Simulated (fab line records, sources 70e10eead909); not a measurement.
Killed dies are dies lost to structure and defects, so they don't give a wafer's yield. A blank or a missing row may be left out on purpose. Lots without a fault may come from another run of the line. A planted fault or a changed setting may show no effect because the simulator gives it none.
fab line records | flow nand_harc
record lots=6 wafers=18 last_day=23
route steps=1159 shown A_CONTACT@957 A_BLC@964 END@1159
lots that met no fault: from a run of the same line without faults
start_h: hours from the record's first day to the start of the lot's first wafer shown | wait_h: hours since the lot's step before | " the same as in the row above | L1.1+2: a row that stands for several wafers | - no value, or no start given | * or withheld: withheld | < > ~ a bound
route shown NAME@n: a module of which the file shows steps, and the number in the route of the first | usual: mean/standard deviation of fault-free wafers | same: alike in all rows | chamber/n: place in a boat | sites: the reading at each site | _std_site: their standard deviation | _edge_site: outer sites' mean less inner sites' | radius_mm: how far each site lies from the wafer's centre | mask NAME#n: copy n | behind: the tool/chamber that last shaped the wafer | hold: why the lot was held/for how many hours/how that ended | device: the transistor (n, p or np) that didn't switch | end of line: the same wafers' tests at the end of the route | a step without rows: its recipe alone | killed: dies lost to structure and defects at the first sort, not the wafer's yield | map: a wafer's dies, x killed, . not, _ none there
set.NAME: the setting as run; set.NAME@STEP: as run at that earlier step | model.NAME: the simulator's own value behind a step, which no gauge read
lots at some steps of the route; a table a step, a row a wafer
services: from which hour (start_h, from the record's first day; less than 0 if before it) a tool's chamber was out of use, for how many hours, and why
## steps
# step NHARC_A_CONTACT_STRIP_27
# recipe time_s=600 temp_c=30 chemistry=post_etch_residue_remover
# step NHARC_A_CONTACT_ALD_18
# recipe target_thk_a=30 pulse_time_s=1 ald_cycles=150 temp_c=450 material=TiN
# usual heater_power_outer_w=711/100 heater_power_w=1135/170 precursor_pulse_height_rel=1.000/0.019
# columns lot.wafer tool chamber start_h wait_h heater_power_outer_w heater_power_w precursor_pulse_height_rel
L565.4 ald_metal-03 2 389.65 - 762 1162 1.024
L565.2 " 3 " " 664 1076 0.995
L565.3 " 1 " " 792 1234 1.009
L574.4 ald_metal-02 3 441.69 - 562 1007 0.990
L574.3 " 0 " " 711 1095 1.035
L574.6 " 3 " " 587 1010 1.018
L575.3 ald_metal-04 0 468.85 - 647 1039 1.001
L575.4 " 3 " " 687 1147 1.012
L575.6 " 1 " " 675 951 0.999
L580.1 ald_metal-02 0 487.49 - 706 1102 0.977
L580.3 " 2 " " 597 979 0.998
L580.6 " 0 " " 709 1093 0.961
L581.1 ald_metal-03 3 487.89 - 658 1072 0.999
L581.4 " 3 " " 651 1071 0.996
L581.5 " 0 " " 693 1093 1.003
L584.4 ald_metal-02 0 500.97 - 695 1094 0.994
L584.1 " 2 " " 584 934 1.006
L584.6 " 1 " " 969 1605 0.976
# step NHARC_A_CONTACT_CVD_19
# recipe target_thk_a=3000 temp_c=300 pressure_torr=40 wf6_flow_sccm=40 h2_flow_sccm=1600 ar_flow_sccm=1560 time_s=802 material=W
# usual heater_power_outer_w=265/39 heater_power_w=458/65 mfc_ar_sccm=1561/4.8 throttle_valve_pct=7.8/0.33
# columns lot.wafer tool chamber start_h wait_h heater_power_outer_w heater_power_w mfc_ar_sccm throttle_valve_pct
L565.2 cvd_w-01 1 - - 217 403 1565 7.8
L565.4 " 0 " " 224 375 1564 8.0
L565.3 " 1 " " 221 401 1565 7.8
L574.3 cvd_w-01 1 - - 218 404 1563 8.0
L574.4 " 0 " " 231 380 1556 7.6
L574.6 " 0 " " 234 369 1563 7.7
L575.4 cvd_w-01 1 - - 216 413 1567 7.9
L575.3 " 0 " " 237 381 1560 8.0
L575.6 " 0 " " 227 379 1557 7.7
L580.1 cvd_w-01 0 - - 242 385 1563 7.6
L580.3 " 1 " " 209 407 1559 7.9
L580.6 " 0 " " 240 386 1562 7.8
L581.1 cvd_w-01 0 - - 238 381 1560 7.8
L581.4 " 0 " " 236 386 1554 7.6
L581.5 " 1 " " 218 407 1557 8.1
L584.1 cvd_w-02 1 - - 314 537 1561 8.4
L584.4 " 0 " " 288 499 1559 7.6
L584.6 " 0 " " 279 491 1561 7.3
# step NHARC_A_CONTACT_CMP_20
# recipe t_overpolish_s=30 target_thk_nm=300
# usual motor_current_A=12.1/1.1 overpolish_run_s=30.001/0.0087 retaining_ring_pressure_frac=1.000/0.0051 time_to_endpoint_s=59/3.3
# columns lot.wafer tool chamber start_h wait_h motor_current_A overpolish_run_s retaining_ring_pressure_frac time_to_endpoint_s
L565.4 cmp-04 3 393.27 0.5 14.0 30.000 1.005 64
L565.3 " 0 " " 11.3 29.996 0.995 64
L565.2 " 1 " " 12.5 30.007 1.010 62
L574.4 cmp-02 2 448.10 0.4 10.8 30.004 0.999 61
L574.3 " 3 " " 11.5 29.993 1.004 62
L574.6 " 2 " " 11.1 30.016 0.995 61
L575.4 cmp-04 0 470.42 0.5 12.2 29.994 0.989 60
L575.3 " 3 " " 14.6 30.011 1.010 58
L575.6 " 0 " " 11.9 29.989 0.989 64
L580.1 cmp-01 2 492.76 0.8 11.1 30.008 1.008 55
L580.3 " 0 " " 12.9 30.011 1.001 55
L580.6 " 1 " " 11.5 30.002 1.002 57
L581.1 cmp-04 3 493.52 0.7 14.0 29.997 0.995 59
L581.4 " 0 " " 11.2 30.015 0.994 63
L581.5 " 2 " " 13.7 30.002 0.995 61
L584.4 cmp-01 0 505.10 0.5 13.2 29.986 1.000 57
L584.1 " 1 " " 11.4 30.005 0.998 57
L584.6 " 1 " " 11.2 30.006 1.001 59
# step NHARC_A_CONTACT_SRD_22
# step NHARC_A_CONTACT_INSPECT_23
# usual raw_defect_count=444/130
# columns lot.wafer tool chamber start_h wait_h raw_defect_count
L565.2 defect_inspect-02 - 393.68 0.1 807
L565.3 " - " " 548
L565.4 " - " " 785
L574.3 defect_inspect-02 - 448.47 0.1 403
L574.4 " - " " 441
L574.6 " - " " 370
L575.3 defect_inspect-01 - 470.82 0.1 356
L575.4 " - " " 474
L575.6 " - " " 426
L580.1 defect_inspect-02 - 493.14 0.1 660
L580.3 " - " " 708
L580.6 " - " " 758
L581.1 defect_inspect-01 - 493.87 0.1 576
L581.4 " - " " 433
L581.5 " - " " 408
L584.1 defect_inspect-01 - 505.50 0.1 364
L584.4 " - " " 399
L584.6 " - " " 421
# step NHARC_A_BLC_DEHYDRATE_00
# recipe temp_c=150 time_s=120
# step NHARC_A_BLC_HMDS_01
# recipe time_s=30
# step NHARC_A_BLC_COAT_02
# recipe temp_c=260 time_s=75
# step NHARC_A_BLC_COAT_03
# recipe temp_c=225 time_s=65
# step NHARC_A_BLC_COAT_04
# recipe spin_rpm=1500 resist_thk_nm=90
# step NHARC_A_BLC_SOFTBAKE_05
# recipe temp_c=105 time_s=55
# usual heater_power_total_W=188.45/0.14
# columns lot.wafer tool chamber start_h wait_h heater_power_total_W
L565.2 litho_track-06 0 393 - 188.44
L565.3 " 0 " " 188.71
L565.4 " 0 " " 188.46
L574.3 litho_track-04 0 448 - 188.46
L574.4 " 0 " " 188.30
L574.6 " 0 " " 188.28
L575.3 litho_track-01 0 470 - 188.40
L575.4 " 0 " " 188.46
L575.6 " 0 " " 188.54
L580.1 litho_track-06 0 493 - 186.25
L580.3 " 0 " " 186.04
L580.6 " 0 " " 186.52
L581.1 litho_track-06 0 493 - 186.56
L581.4 " 0 " " 186.29
L581.5 " 0 " " 186.50
L584.1 litho_track-01 0 505 - 188.74
L584.4 " 0 " " 188.68
L584.6 " 0 " " 188.44
# step NHARC_A_BLC_EBR_06
# step NHARC_END_SORT_01
# recipe temp_c=25
# usual killed_at_array=28/11 killed_at_other=0.6/0.85 killed_at_periphery=2.8/2.3 killed_dies=31/11 killed_open=3.1/1.6 killed_short=2.0/1.4
# same gross_dies=677
# columns lot.wafer tool chamber start_h wait_h killed_at_array killed_at_other killed_at_periphery killed_dies killed_open killed_short
L565.2 prober-02 0 448.60 2.8 36 2 1 39 2 2
L565.3 prober-02 0 449.37 3.1 32 0 0 32 1 3
L565.4 prober-02 0 450.15 3.3 32 3 1 36 2 3
L574.3 prober-02 0 492.04 3.1 19 0 3 22 4 2
L574.4 prober-02 0 492.82 3.4 9 0 3 12 2 2
L574.6 prober-02 0 494.40 3.9 12 2 2 16 3 1
L580.1 prober-02 0 543.78 2.5 18 0 1 19 2 1
L580.3 prober-02 0 545.37 3.1 21 0 3 24 2 4
L580.6 prober-02 0 547.74 4.0 23 0 1 24 2 0
L581.1 prober-01 0 543.80 2.5 23 1 4 28 2 0
L581.4 prober-01 0 546.21 3.4 29 0 6 35 3 4
L581.5 prober-01 0 547.01 3.7 28 1 5 34 4 1
L584.1 prober-01 0 556.34 2.5 54 0 2 56 4 0
L584.4 prober-01 0 558.72 3.4 42 1 4 47 3 3
L584.6 prober-01 0 560.32 4.0 45 0 4 49 2 3
# killed by level:class
L565.2 A_CHANNEL_HOLE_D1:chamber_film_flake=16 A_SLIT:chamber_film_flake=9 A_M1:chamber_film_flake=3 A_STAIRCASE:chamber_film_flake=2 THIN_TSV:chamber_film_flake=2 A_ONON_D1:geometric_particle:short=1 A_WL_FILL:geometric_particle:short=1 A_CONTACT:geometric_particle:open=1
L565.3 A_CHANNEL_HOLE_D1:chamber_film_flake=17 A_SLIT:chamber_film_flake=5 A_STAIRCASE:chamber_film_flake=2 A_CONTACT:chamber_film_flake=2 A_CHANNEL_FILL_D1:geometric_particle:short=1 A_WL_FILL:geometric_particle:short=1 A_BLC:geometric_particle:short=1 A_M0:geometric_particle:open=1
L565.4 A_CHANNEL_HOLE_D1:chamber_film_flake=9 A_SLIT:chamber_film_flake=8 A_CONTACT:chamber_film_flake=5 A_M1:chamber_film_flake=3 THIN_TSV:chamber_film_flake=3 A_STAIRCASE:chamber_film_flake=2 A_CHANNEL_HOLE_D1:geometric_particle:short=1 A_CONTACT:geometric_particle:open=1
L574.3 A_CHANNEL_HOLE_D1:chamber_film_flake=5 A_CONTACT:chamber_film_flake=4 A_ZERO_WELL:chamber_film_flake=3 A_STAIRCASE:chamber_film_flake=3 A_WL_FILL:geometric_particle:open=2 P_GATE:geometric_particle:short=1 P_M0:geometric_particle:short=1 A_CONTACT:geometric_particle:open=1
L574.4 A_CHANNEL_HOLE_D1:chamber_film_flake=3 A_STAIRCASE:chamber_film_flake=3 P_M1:geometric_particle:short=1 P_M2:geometric_particle:short=1 A_ONON_D1:geometric_particle:open=1 A_M0:geometric_particle:open=1 P_GATE:chamber_film_flake=1 A_BLC:chamber_film_flake=1
L574.6 A_CHANNEL_HOLE_D1:chamber_film_flake=3 A_STAIRCASE:chamber_film_flake=3 P_M1:geometric_particle:open=1 A_CHANNEL_HOLE_D1:geometric_particle:open=1 A_CHANNEL_HOLE_D1:geometric_particle:short=1 A_SGD_CUT:geometric_particle:open=1 P_GATE:chamber_film_flake=1 A_ZERO_WELL:chamber_film_flake=1
L580.1 A_CHANNEL_HOLE_D1:chamber_film_flake=11 A_CHANNEL_FILL_D1:chamber_film_flake=2 A_CHANNEL_FILL_D1:geometric_particle:short=1 A_CONTACT:geometric_particle:open=1 A_M0:geometric_particle:open=1 P_CONTACT:chamber_film_flake=1 A_STAIRCASE:chamber_film_flake=1 A_CONTACT:chamber_film_flake=1
L581.1 A_SLIT:chamber_film_flake=13 A_CONTACT:chamber_film_flake=5 P_CONTACT:geometric_particle:open=2 P_ZERO_WELL:chamber_film_flake=2 A_CHANNEL_HOLE_D1:chamber_film_flake=2 A_STAIRCASE:chamber_film_flake=2 A_ZERO_WELL:chamber_film_flake=1 THIN_TSV:chamber_film_flake=1
L580.3 A_CHANNEL_HOLE_D1:chamber_film_flake=16 P_CONTACT:geometric_particle:short=1 P_M1:geometric_particle:open=1 A_CHANNEL_HOLE_D1:geometric_particle:open=1 A_CHANNEL_FILL_D1:geometric_particle:short=1 A_WL_FILL:geometric_particle:short=1 A_M0:geometric_particle:short=1 P_CONTACT:chamber_film_flake=1
L581.4 A_SLIT:chamber_film_flake=13 A_CONTACT:chamber_film_flake=6 A_STAIRCASE:chamber_film_flake=3 P_ZERO_WELL:chamber_film_flake=2 A_ZERO_WELL:chamber_film_flake=2 A_CHANNEL_HOLE_D1:chamber_film_flake=2 P_CONTACT:geometric_particle:short=1 P_M0:geometric_particle:open=1
L581.5 A_SLIT:chamber_film_flake=13 A_CONTACT:chamber_film_flake=7 A_CHANNEL_HOLE_D1:chamber_film_flake=5 P_GATE:geometric_particle:open=2 P_ZERO_WELL:chamber_film_flake=2 P_M0:geometric_particle:open=1 A_CHANNEL_FILL_D1:geometric_particle:open=1 A_WL_FILL:geometric_particle:short=1
L580.6 A_CHANNEL_HOLE_D1:chamber_film_flake=15 A_CONTACT:chamber_film_flake=3 A_STAIRCASE:chamber_film_flake=2 P_M0:geometric_particle:open=1 A_ONON_D1:geometric_particle:open=1 A_ZERO_WELL:chamber_film_flake=1 A_CHANNEL_FILL_D1:chamber_film_flake=1
L584.1 A_CHANNEL_HOLE_D1:chamber_film_flake=26 A_SLIT:chamber_film_flake=20 A_CONTACT:chamber_film_flake=3 A_WL_FILL:chamber_film_flake=2 P_CONTACT:geometric_particle:open=1 P_M0:geometric_particle:open=1 A_CHANNEL_FILL_D1:geometric_particle:open=1 A_BLC:geometric_particle:open=1
L584.4 A_CHANNEL_HOLE_D1:chamber_film_flake=22 A_SLIT:chamber_film_flake=15 A_ONON_D1:geometric_particle:short=2 P_CONTACT:geometric_particle:open=1 P_M0:geometric_particle:open=1 A_SGD_CUT:geometric_particle:short=1 STARTING-WAFER:geometric_particle:open=1 P_GATE:chamber_film_flake=1
L584.6 A_CHANNEL_HOLE_D1:chamber_film_flake=25 A_SLIT:chamber_film_flake=11 A_CONTACT:chamber_film_flake=4 P_ZERO_WELL:chamber_film_flake=2 P_CONTACT:geometric_particle:open=1 P_M1:geometric_particle:short=1 A_CHANNEL_HOLE_D1:geometric_particle:open=1 A_WL_FILL:geometric_particle:short=1
## services
# columns tool chamber start_h hours kind
ald_metal-03 - 366.72 0.7 repair
ald_metal-03 1 373.62 5.0 repair
ald_metal-02 - 374.71 1.5 repair
cmp-01 - 375.77 1.0 repair
cvd_w-02 - 379.39 13.0 pm
cmp-04 - 399.00 4.0 pm
cvd_w-02 1 404.51 4.9 repair
ald_metal-04 - 406.00 10.0 pm
cmp-01 - 408.26 4.4 repair
cmp-01 - 423.58 4.0 pm
cmp-02 - 437.34 4.0 pm
litho_track-01 - 443.00 7.0 pm
cmp-04 - 452.10 0.7 repair
cmp-02 - 466.17 0.7 repair
litho_track-06 - 467.00 7.0 pm
cmp-02 - 471.35 1.4 repair
cvd_w-01 - 475.64 13.0 pm
cvd_w-01 0 475.64 13.0 vent_cycle
ald_metal-03 2 485.78 14.4 repair
litho_track-04 - 491.00 7.0 pm
ald_metal-04 - 495.96 74.6 repair
cmp-04 - 497.00 4.0 pm
ald_metal-03 - 500.00 10.0 pm
cmp-04 - 504.93 2.0 repair
## key
first_sign step=NHARC_A_BLC_SOFTBAKE_05 reading=heater_power_total_W direction=down sigmas=15 usual=* struck=*
effect none on later readings
met_at NHARC_A_BLC_SOFTBAKE_05
struck_wafers L580.1,L580.3,L580.6,L581.1,L581.4,L581.5
tester_left_out L580,L581
onset_between 393 493
fault kind=process_parameter_drift tool=litho_track-06 chamber=- onset_h=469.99 steps=NHARC_A_BLC_SOFTBAKE_05 channel=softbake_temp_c offset=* shape=step end_h=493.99 acts_in=* stated=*
# tester_left_out: of these lots the tester's yield and bins aren't shown, on N5 and GAA mostly nor the transistor test; their killed dies are dies lost to structure and defects alone, not to doping, threshold or leakage, so they don't give the yield
